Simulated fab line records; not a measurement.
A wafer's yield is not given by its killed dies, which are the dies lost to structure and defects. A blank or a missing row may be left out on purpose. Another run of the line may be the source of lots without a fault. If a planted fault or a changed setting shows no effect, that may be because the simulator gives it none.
Chamber matching || flow n5 finfet || 3 sister chambers for N5_BEOL_M7_PECVD_70 on pecvd-01
The step deposits SiO2 from TEOS/O2, target thk 20 nm, time 22.7 s. 6 wafers are shown with their chamber, then 7 later ones without.

WAFERS, EACH WITH ITS CHAMBER
{"wafer": "L077.1", "chamber": 2, "showerhead plenum p Torr (Torr)": 8.80, "throttle valve pct (%)": 21.8}
{"wafer": "L084.1", "chamber": 0, "showerhead plenum p Torr (Torr)": 8.84, "throttle valve pct (%)": 23.2}
{"wafer": "L084.5", "chamber": 2, "showerhead plenum p Torr (Torr)": 8.78, "throttle valve pct (%)": 21.8}
{"wafer": "L084.6", "chamber": 1, "showerhead plenum p Torr (Torr)": 8.64, "throttle valve pct (%)": 20.7}
{"wafer": "L085.1", "chamber": 0, "showerhead plenum p Torr (Torr)": 8.84, "throttle valve pct (%)": 23.0}
{"wafer": "L085.4", "chamber": 1, "showerhead plenum p Torr (Torr)": 8.63, "throttle valve pct (%)": 20.8}

WAFERS MISSING THEIR CHAMBER
{"wafer": "L085.6", "showerhead plenum p Torr (Torr)": 8.84, "throttle valve pct (%)": 23.0}
{"wafer": "L086.1", "showerhead plenum p Torr (Torr)": 8.80, "throttle valve pct (%)": 21.7}
{"wafer": "L086.4", "showerhead plenum p Torr (Torr)": 8.85, "throttle valve pct (%)": 23.3}
{"wafer": "L086.5", "showerhead plenum p Torr (Torr)": 8.64, "throttle valve pct (%)": 20.6}
{"wafer": "L091.4", "showerhead plenum p Torr (Torr)": 8.63, "throttle valve pct (%)": 20.6}
{"wafer": "L091.5", "showerhead plenum p Torr (Torr)": 8.81, "throttle valve pct (%)": 23.1}
{"wafer": "L091.6", "showerhead plenum p Torr (Torr)": 8.80, "throttle valve pct (%)": 21.7}

EACH ONE'S CHAMBER
{"wafer": "L085.6", "from the rows above": 0, "in truth": 0}
{"wafer": "L086.1", "from the rows above": 2, "in truth": 2}
{"wafer": "L086.4", "from the rows above": 0, "in truth": 0}
{"wafer": "L086.5", "from the rows above": 1, "in truth": 1}
{"wafer": "L091.4", "from the rows above": 1, "in truth": 1}
{"wafer": "L091.5", "from the rows above": 0, "in truth": 0}
{"wafer": "L091.6", "from the rows above": 2, "in truth": 2}
Placed correctly: 7 of 7. Left unplaced by these rows: 0. Placed wrongly: 0.
How it was worked out, from the rows above alone: a wafer's distance from a chamber is the root of the sum, over the readings, of the square of ((its reading less the chamber's mean) divided by the reading's scatter). If the next closest chamber is less than 2 further off than the closest, the wafer can't be placed; otherwise it belongs to the closest. The mean given for a chamber averages the wafers shown for that chamber. How the scatter is found: for the shown wafers, subtract from each reading the mean of its chamber, square and add these, divide the total by (wafers less chambers), then take the root.
